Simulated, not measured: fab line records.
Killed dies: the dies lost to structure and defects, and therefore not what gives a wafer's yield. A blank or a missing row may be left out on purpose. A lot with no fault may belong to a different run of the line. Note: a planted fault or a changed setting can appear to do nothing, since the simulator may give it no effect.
Which tool did it? -- flow n5 finfet -- 9 lots with 27 wafers sampled at 5 steps, on a route of 1938 steps

## WHAT THE GAUGES READ, wafer by wafer
N5_MOL_CONTACT_COAG_CD_MEAS_08 targets a cd of 28 nm.
lot,measured,on,cd nm (nm)
L650,day 4 22:36,cd sem-02,27.91 28.54 28.47
L651,day 5 10:08,cd sem-01,27.93 27.98 27.69
L652,day 5 17:17,cd sem-03,27.84 27.76 28.21
L655,day 6 07:06,cd sem-03,28.43 28.11 27.94
L660,day 7 21:58,cd sem-01,28.07 27.99 27.79
L662,day 8 03:25,cd sem-03,27.82 28.04 27.50
L666,day 8 23:04,cd sem-02,28.52 28.52 28.39
L669,day 9 21:08,cd sem-01,27.90 28.35 28.00
L671,day 10 08:40,cd sem-03,28.25 27.83 27.92

N5_BEOL_M4_RC_MEAS_101.
lot,measured,on,DIBL_N (mV/V),DIBL_P (mV/V),IOFF_N (nA/um),IOFF_P (nA/um),ION_N (uA/um),ION_P (uA/um),SS_N (mV/dec),SS_P (mV/dec),VT_N (mV),VT_P (mV)
L650,day 8 00:55,prober-01,37.2 34.5 34.7,36.6 33.5 33.6,0.19 0.13 0.14,0.27 0.20 0.22,692 663 663,476 461 469,72.1 71.3 71.2,73.0 72.5 73.0,249 252 249,-242 -246 -246
L651,day 8 08:05,prober-01,38.7 37.0 35.7,41.7 39.1 36.9,0.22 0.16 0.14,0.27 0.20 0.18,674 664 645,463 454 445,72.6 73.0 72.5,75.0 73.4 73.1,248 254 256,-248 -251 -253
L652,day 8 19:19,prober-02,37.0 37.2 36.3,36.5 36.3 36.4,0.17 0.19 0.18,0.25 0.25 0.25,665 675 685,462 467 473,71.7 72.0 71.3,73.2 73.1 73.8,249 245 244,-244 -246 -247
L655,day 9 04:19,prober-01,38.4 39.2 39.6,39.0 38.8 39.8,0.19 0.20 0.21,0.27 0.25 0.27,665 668 658,464 449 454,72.2 72.3 72.4,73.6 74.1 74.5,247 249 247,-248 -249 -250
L660,day 10 21:25,prober-01,36.9 35.7 39.5,36.1 34.7 39.5,0.18 0.16 0.24,0.26 0.23 0.33,687 680 693,471 470 475,71.7 70.2 72.4,72.8 73.1 73.8,245 247 243,-244 -245 -242
L662,day 11 13:06,prober-01,34.3 31.9 33.6,34.0 31.3 33.3,0.12 0.09 0.11,0.17 0.13 0.16,666 649 664,456 452 456,70.6 69.8 70.4,72.4 71.8 72.3,254 256 254,-257 -259 -257
L666,day 11 21:56,prober-02,40.4 37.3 37.1,40.5 37.0 36.6,0.25 0.17 0.18,0.31 0.24 0.23,683 676 690,471 465 467,73.2 71.6 71.2,74.2 73.6 73.9,244 245 246,-245 -248 -247
L669,day 13 12:13,prober-01,36.6 36.6 37.1,36.0 35.7 36.4,0.14 0.15 0.16,0.21 0.21 0.21,662 669 672,460 464 461,72.5 71.4 71.9,72.9 73.2 73.1,251 253 251,-250 -249 -250
L671,day 14 10:43,prober-02,35.5 36.0 35.8,34.4 35.2 34.2,0.15 0.16 0.14,0.20 0.22 0.20,675 678 664,467 466 461,72.0 71.8 71.2,73.6 73.5 73.1,250 246 251,-250 -249 -252

## EACH LOT AND THE TOOL THAT RAN IT (in order: tool; ch and the chambers of the sampled wafers; start)
lot,N5_MOL_CONTACT_COAG_ETCH_106,N5_MOL_CONTACT_COAG_STRIP_98,N5_MOL_CONTACT_COAG_PRECLEAN_111
L650,"rie diel-01 ch 0,1,3, day 4 22:49","rie diel-01 ch 0,1,3, day 4 23:03","remote plasma-02 ch 1, day 4 23:28"
L651,"rie diel-01 ch 0,1,2, day 5 11:03","rie diel-01 ch 0,1,2, day 5 11:18","remote plasma-01 ch 1, day 5 11:42"
L652,"rie diel-01 ch 1,3, day 5 17:29","rie diel-01 ch 1,3, day 5 17:44","remote plasma-01 ch 1, day 5 19:41"
L655,"rie diel-01 ch 0,1,2, day 6 07:18","rie diel-01 ch 0,1,2, day 6 07:33","remote plasma-01 ch 0, day 6 07:59"
L660,"rie diel-01 ch 1,3, day 7 22:29","rie diel-01 ch 1,3, day 7 22:43","remote plasma-01 ch 0, day 7 23:29"
L662,"rie diel-05 ch 1,2,3, day 8 03:37","rie diel-05 ch 1,2,3, day 8 03:52","remote plasma-01 ch 0, day 8 04:11"
L666,"rie diel-05 ch 0,1,2, day 8 23:24","rie diel-05 ch 0,1,2, day 8 23:38","remote plasma-02 ch 0, day 9 00:01"
L669,"rie diel-05 ch 1,3, day 9 21:29","rie diel-05 ch 1,3, day 9 21:44","remote plasma-02 ch 0, day 9 22:55"
L671,"rie diel-03 ch 0,1, day 10 08:52","rie diel-03 ch 0,1, day 10 09:06","remote plasma-02 ch 0, day 10 10:05"
- N5_MOL_CONTACT_COAG_ETCH_106: etches SOC in N2/H2, target depth 80 nm, overetch 16 nm, time 120 s.
- N5_MOL_CONTACT_COAG_STRIP_98: strips in N2/H2.
- N5_MOL_CONTACT_COAG_PRECLEAN_111: cleans in NF3:NH3, afs cycles 1, time 20 s, sublimation time 60 s.

## WHAT THE TOOLS THEMSELVES READ (means of the sampled wafers that have a number; where no wafer has one, the mark that the record gives instead)
N5_MOL_CONTACT_COAG_ETCH_106.
lot,tool,drypump motor current A (A),oes product au (a.u.),rf vpp V (V),showerhead plenum p Torr (Torr),throttle valve pct (%)
L650,rie diel-01,6.1,0.69,526.4,2.66,17.70
L651,rie diel-01,5.8,0.68,527.1,2.65,17.89
L652,rie diel-01,5.9,0.70,526.8,2.67,17.78
L655,rie diel-01,5.8,0.67,528.0,2.64,17.90
L660,rie diel-01,5.9,0.69,527.2,2.67,17.80
L662,rie diel-05,5.6,0.64,524.4,2.55,17.99
L666,rie diel-05,5.8,0.65,524.4,2.59,17.75
L669,rie diel-05,5.3,0.65,523.1,2.52,17.80
L671,rie diel-03,5.5,0.76,525.4,2.61,17.69

N5_MOL_CONTACT_COAG_STRIP_98.
lot,tool,drypump motor current A (A),oes product au (a.u.),rf vpp V (V),showerhead plenum p Torr (Torr),throttle valve pct (%)
L650,rie diel-01,6.1,0.78,55.2,3.50,18.7
L651,rie diel-01,5.8,0.75,54.6,3.49,19.0
L652,rie diel-01,5.9,0.78,55.8,3.53,18.8
L655,rie diel-01,5.8,0.75,55.1,3.49,19.0
L660,rie diel-01,5.9,0.77,53.4,3.52,18.9
L662,rie diel-05,5.6,0.71,52.0,3.37,19.2
L666,rie diel-05,5.8,0.71,54.1,3.41,19.0
L669,rie diel-05,5.3,0.72,53.1,3.33,19.1
L671,rie diel-03,5.6,0.86,54.2,3.44,18.7

## THE ANSWER, worked out from the rows above alone
Rule: usual is defined by the lots themselves. Put in order of their means at a reading, lots are off if they are a third of the lots or fewer, leave a main group of 4 or more, and stand apart from it by a gap of 3 or more times the standard deviation of the main group's means; of several such gaps the widest counts. A main group whose means are all the same, to the digits that the tables above print for the reading, isn't used. A lot without any number at a reading at which 4 lots or more have one is off too. All remaining lots with rows at the step are treated as sound. The gauges are gone through in route order, then the tools' own readings, and for those a lot's mean is taken as printed above. At the first step where some lot is off, the reading lying furthest off is the one used; lots without a number count as furthest.
No lot is off on any of the readings shown, so nothing can be concluded from this.

## WHAT THE SIMULATOR HAD INSERTED
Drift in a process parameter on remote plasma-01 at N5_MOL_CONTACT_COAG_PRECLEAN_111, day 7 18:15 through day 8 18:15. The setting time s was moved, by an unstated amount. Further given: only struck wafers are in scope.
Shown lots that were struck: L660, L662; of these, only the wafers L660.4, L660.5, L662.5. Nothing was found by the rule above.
